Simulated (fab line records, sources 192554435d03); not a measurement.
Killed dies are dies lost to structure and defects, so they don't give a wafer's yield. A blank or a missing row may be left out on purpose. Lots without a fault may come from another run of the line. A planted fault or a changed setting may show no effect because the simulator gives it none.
Which tool is to blame? | flow n5-finfet | 24 lots, 72 wafers sampled, at 5 steps of a route of 1938

== WHAT EACH GAUGE READ, for each wafer ==
N5_FIN_CUT_OVL_MEAS_09.
lot  | measured    | on         | FIN_CUT_OVL (nm)
L074 | day 2 02:50 | overlay-01 | 0.3 -0.1 0.0
L075 | day 2 08:43 | overlay-01 | 0.5 -0.4 0.4
L076 | day 2 15:52 | overlay-01 | -0.1 0.2 0.0
L077 | day 2 22:38 | overlay-02 | 1.0 -0.3 -0.3
L078 | day 3 03:10 | overlay-02 | 0.4 0.3 0.2
L079 | day 3 11:17 | overlay-01 | 0.6 -0.2 0.4
L080 | day 3 16:11 | overlay-02 | -1.0 -0.1 -0.1
L081 | day 3 21:49 | overlay-01 | -0.2 0.1 1.2
L082 | day 4 03:44 | overlay-02 | 0.1 0.7 0.6
L083 | day 4 08:30 | overlay-01 | 1.1 0.5 -0.3
L084 | day 4 14:46 | overlay-02 | 0.0 0.6 -0.1
L085 | day 4 20:53 | overlay-02 | -0.5 -0.5 -0.4
L086 | day 5 04:56 | overlay-02 | 0.8 0.3 1.3
L087 | day 5 13:33 | overlay-01 | -0.7 -0.9 -1.2
L088 | day 5 15:32 | overlay-01 | -0.3 -1.6 -0.1
L089 | day 5 21:07 | overlay-02 | -0.4 -0.5 -0.7
L090 | day 6 04:14 | overlay-01 | 1.1 -0.4 -0.1
L091 | day 6 08:16 | overlay-02 | -1.1 -0.4 0.2
L092 | day 6 14:10 | overlay-02 | 0.4 0.9 0.5
L093 | day 6 19:58 | overlay-02 | 1.0 0.6 0.0
L094 | day 7 03:36 | overlay-01 | 0.3 -0.5 0.3
L095 | day 7 09:25 | overlay-01 | -0.3 1.6 0.1
L096 | day 7 14:47 | overlay-02 | -0.8 -0.9 0.0
L097 | day 7 20:40 | overlay-02 | 0.9 1.1 0.7

N5_STI_FIN_REVEAL_THK_MEAS_05.
lot  | measured    | on            | thk-nm (nm)
L074 | day 2 09:16 | film-metro-02 | 131.2 132.5 131.8
L075 | day 2 16:05 | film-metro-02 | 130.5 132.1 128.9
L076 | day 2 23:02 | film-metro-02 | 133.1 130.2 131.6
L077 | day 3 05:49 | film-metro-02 | 134.3 131.8 132.1
L078 | day 3 09:45 | film-metro-01 | 131.8 134.0 132.9
L079 | day 3 17:49 | film-metro-01 | 132.5 132.1 130.2
L080 | day 3 22:40 | film-metro-01 | 133.2 131.9 132.2
L081 | day 4 04:14 | film-metro-02 | 132.7 132.2 133.7
L082 | day 4 10:18 | film-metro-01 | 130.4 132.5 131.4
L083 | day 4 14:56 | film-metro-01 | 132.2 132.2 132.5
L084 | day 4 22:34 | film-metro-02 | 130.9 131.5 131.4
L085 | day 5 04:02 | film-metro-01 | 132.6 132.6 132.3
L086 | day 5 12:11 | film-metro-01 | 131.1 132.6 131.8
L087 | day 5 19:58 | film-metro-02 | 132.0 131.8 130.9
L088 | day 5 23:19 | film-metro-01 | 132.7 132.0 131.4
L089 | day 6 05:09 | film-metro-01 | 130.7 133.4 131.1
L090 | day 6 10:42 | film-metro-02 | 131.7 131.2 132.7
L091 | day 6 15:28 | film-metro-01 | 131.0 133.2 132.5
L092 | day 6 20:44 | film-metro-02 | 130.7 131.1 131.8
L093 | day 7 02:25 | film-metro-01 | 130.4 132.3 130.3
L094 | day 7 10:17 | film-metro-01 | 129.7 130.0 130.9
L095 | day 7 16:35 | film-metro-02 | 132.4 131.9 133.3
L096 | day 7 21:38 | film-metro-01 | 130.7 133.6 131.6
L097 | day 8 03:09 | film-metro-02 | 132.0 130.6 130.2

N5_DUMMY_GATE_INSPECT_17: inspects for defects (brightfield).
lot  | measured    | on                | raw-defect-count
L074 | day 2 21:07 | defect-inspect-01 | 242 342 273
L075 | day 3 05:05 | defect-inspect-01 | 124 143 141
L076 | day 3 12:27 | defect-inspect-01 | 166 196 170
L077 | day 3 18:19 | defect-inspect-01 | 194 313 193
L078 | day 4 02:22 | defect-inspect-02 | 168 261 217
L079 | day 4 10:34 | defect-inspect-01 | 196 220 177
L080 | day 4 11:05 | defect-inspect-01 | 230 212 206
L081 | day 4 16:05 | defect-inspect-01 | 155 159 189
L082 | day 4 22:14 | defect-inspect-02 | 173 228 195
L083 | day 5 02:51 | defect-inspect-01 | 222 197 189
L084 | day 5 11:58 | defect-inspect-01 | 210 199 227
L085 | day 5 16:26 | defect-inspect-02 | 161 149 212
L086 | day 6 00:44 | defect-inspect-02 | 265 177 168
L087 | day 6 08:38 | defect-inspect-01 | 266 235 182
L088 | day 6 11:29 | defect-inspect-02 | 229 188 126
L089 | day 6 17:12 | defect-inspect-01 | 137 187 152
L090 | day 6 22:54 | defect-inspect-02 | 273 214 155
L091 | day 7 03:48 | defect-inspect-01 | 138 137 160
L092 | day 7 08:37 | defect-inspect-01 | 239 151 174
L093 | day 7 15:11 | defect-inspect-02 | 244 276 301
L094 | day 7 22:10 | defect-inspect-02 | 194 341 330
L095 | day 8 06:52 | defect-inspect-01 | 185 135 210
L096 | day 8 09:44 | defect-inspect-02 | 157 207 222
L097 | day 8 17:04 | defect-inspect-01 | 186 151 182

== WHICH TOOL RAN EACH LOT (tool, then ch and the chambers of the sampled wafers, then the start) ==
lot  | N5_FIN_SAQP_HM_CD_35   | N5_FIN_CUT_STRIP_24
L074 | cd-sem-01, day 2 02:04 | rie-diel-05 ch 1,2,3, day 2 03:20
L075 | cd-sem-02, day 2 08:03 | rie-diel-05 ch 0,1,2, day 2 09:16
L076 | cd-sem-03, day 2 15:05 | rie-diel-05 ch 0,1,3, day 2 16:23
L077 | cd-sem-02, day 2 21:50 | rie-diel-05 ch 1,2,3, day 2 23:08
L078 | cd-sem-03, day 3 02:31 | rie-diel-06 ch 0,2,3, day 3 03:47
L079 | cd-sem-01, day 3 10:30 | rie-diel-05 ch 0,2,3, day 3 11:48
L080 | cd-sem-02, day 3 15:32 | rie-diel-05 ch 0,2,3, day 3 16:41
L081 | cd-sem-02, day 3 21:00 | rie-diel-03 ch 0,2,3, day 3 22:19
L082 | cd-sem-02, day 4 02:58 | rie-diel-03 ch 0,1,2, day 4 04:23
L083 | cd-sem-02, day 4 07:43 | rie-diel-03 ch 0,2, day 4 09:01
L084 | cd-sem-02, day 4 14:07 | rie-diel-05 ch 0,2,3, day 4 15:17
L085 | cd-sem-01, day 4 20:14 | rie-diel-05 ch 2,3, day 4 21:37
L086 | cd-sem-03, day 5 04:16 | rie-diel-06 ch 0,2, day 5 05:41
L087 | cd-sem-02, day 5 12:46 | rie-diel-03 ch 1,2, day 5 14:03
L088 | cd-sem-03, day 5 14:52 | rie-diel-06 ch 0,1,3, day 5 16:02
L089 | cd-sem-02, day 5 20:20 | rie-diel-03 ch 1,2,3, day 5 21:37
L090 | cd-sem-01, day 6 03:28 | rie-diel-06 ch 0,1, day 6 04:44
L091 | cd-sem-02, day 6 07:37 | rie-diel-06 ch 0,3, day 6 08:47
L092 | cd-sem-02, day 6 13:31 | rie-diel-03 ch 0,1,3, day 6 14:42
L093 | cd-sem-02, day 6 19:10 | rie-diel-05 ch 2,3, day 6 20:28
L094 | cd-sem-01, day 7 02:56 | rie-diel-06 ch 1,2, day 7 04:07
L095 | cd-sem-02, day 7 08:38 | rie-diel-03 ch 0,1, day 7 09:56
L096 | cd-sem-01, day 7 14:08 | rie-diel-03 ch 0,1,3, day 7 15:26
L097 | cd-sem-03, day 7 19:53 | rie-diel-05 ch 0,1,3, day 7 21:10
- N5_FIN_SAQP_HM_CD_35: target cd 8 nm.
- N5_FIN_CUT_STRIP_24: strips in CF4.

== WHAT THE TOOLS THEMSELVES READ (means of the sampled wafers that have a number; where no wafer has one, the mark that the record gives instead) ==
N5_FIN_SAQP_HM_CD_35.
lot  | tool      | cd-nm (nm)
L074 | cd-sem-01 | 8.13
L075 | cd-sem-02 | 8.02
L076 | cd-sem-03 | 8.19
L077 | cd-sem-02 | 8.21
L078 | cd-sem-03 | 8.18
L079 | cd-sem-01 | 7.82
L080 | cd-sem-02 | 7.97
L081 | cd-sem-02 | 8.44
L082 | cd-sem-02 | 8.19
L083 | cd-sem-02 | 8.53
L084 | cd-sem-02 | 8.20
L085 | cd-sem-01 | 8.28
L086 | cd-sem-03 | 8.10
L087 | cd-sem-02 | 8.24
L088 | cd-sem-03 | 8.41
L089 | cd-sem-02 | 8.05
L090 | cd-sem-01 | 8.01
L091 | cd-sem-02 | 7.85
L092 | cd-sem-02 | 7.93
L093 | cd-sem-02 | 8.29
L094 | cd-sem-01 | 8.20
L095 | cd-sem-02 | 8.29
L096 | cd-sem-01 | 8.33
L097 | cd-sem-03 | 8.02

N5_FIN_CUT_STRIP_24.
lot  | tool        | drypump-motor-current-A (A) | oes-product-au (a.u.) | rf-vpp-V (V) | showerhead-plenum-p-Torr (Torr) | throttle-valve-pct (%)
L074 | rie-diel-05 | 5.49                        | 0.72                  | 271.4        | 1.80                            | 13.54
L075 | rie-diel-05 | 5.38                        | 0.70                  | 271.9        | 1.82                            | 13.69
L076 | rie-diel-05 | 5.25                        | 0.72                  | 271.4        | 1.80                            | 13.65
L077 | rie-diel-05 | 5.47                        | 0.72                  | 270.9        | 1.80                            | 13.56
L078 | rie-diel-06 | 5.43                        | 0.76                  | 271.9        | 1.82                            | 13.65
L079 | rie-diel-05 | 5.34                        | 0.72                  | 272.3        | 1.82                            | 13.68
L080 | rie-diel-05 | 5.32                        | 0.72                  | 272.5        | 1.82                            | 13.69
L081 | rie-diel-03 | 5.44                        | 0.71                  | 271.5        | 1.80                            | 13.65
L082 | rie-diel-03 | 5.49                        | 0.77                  | 271.6        | 1.83                            | 13.49
L083 | rie-diel-03 | 5.49                        | 0.72                  | 271.1        | 1.78                            | 13.60
L084 | rie-diel-05 | 5.34                        | 0.72                  | 272.2        | 1.82                            | 13.69
L085 | rie-diel-05 | 5.43                        | 0.73                  | 271.2        | 1.80                            | 13.57
L086 | rie-diel-06 | 5.63                        | 0.74                  | 271.0        | 1.82                            | 13.76
L087 | rie-diel-03 | 5.27                        | 0.79                  | 271.9        | 1.87                            | 13.56
L088 | rie-diel-06 | 5.29                        | 0.73                  | 272.5        | 1.84                            | 13.66
L089 | rie-diel-03 | 5.23                        | 0.74                  | 272.3        | 1.84                            | 13.71
L090 | rie-diel-06 | 5.20                        | 0.72                  | 272.1        | 1.85                            | 13.57
L091 | rie-diel-06 | 5.16                        | 0.74                  | 271.8        | 1.84                            | 13.54
L092 | rie-diel-03 | 5.44                        | 0.75                  | 271.7        | 1.84                            | 13.58
L093 | rie-diel-05 | 5.57                        | 0.70                  | 271.7        | 1.81                            | 13.62
L094 | rie-diel-06 | 5.58                        | 0.70                  | 271.1        | 1.83                            | 13.88
L095 | rie-diel-03 | 5.72                        | 0.75                  | 272.2        | 1.82                            | 13.41
L096 | rie-diel-03 | 5.45                        | 0.74                  | 271.8        | 1.84                            | 13.60
L097 | rie-diel-05 | 5.26                        | 0.78                  | 271.0        | 1.79                            | 13.55

== THE ANSWER, worked out from the rows above alone ==
Rule: the usual values come from the lots themselves. Put in order of their means at a reading, lots are off if they are a third of the lots or fewer, leave a main group of 4 or more, and stand apart from it by a gap of 3 or more times the standard deviation of the main group's means; of several such gaps the widest counts. A main group whose means are all the same, to the digits that the tables above print for the reading, isn't used. Also off: a lot with no number at a reading for which 4 or more lots have one. All remaining lots with rows at the step are treated as sound. First the gauges in route order, then the tools' own readings, where a lot's mean is used as printed above. The first step at which some lot is off is used, and at that step the reading that is off furthest; a lot without a number counts as furthest.
Nothing can be told from this: no lot is off at any reading shown.

== WHAT WAS PUT IN BY THE SIMULATOR ==
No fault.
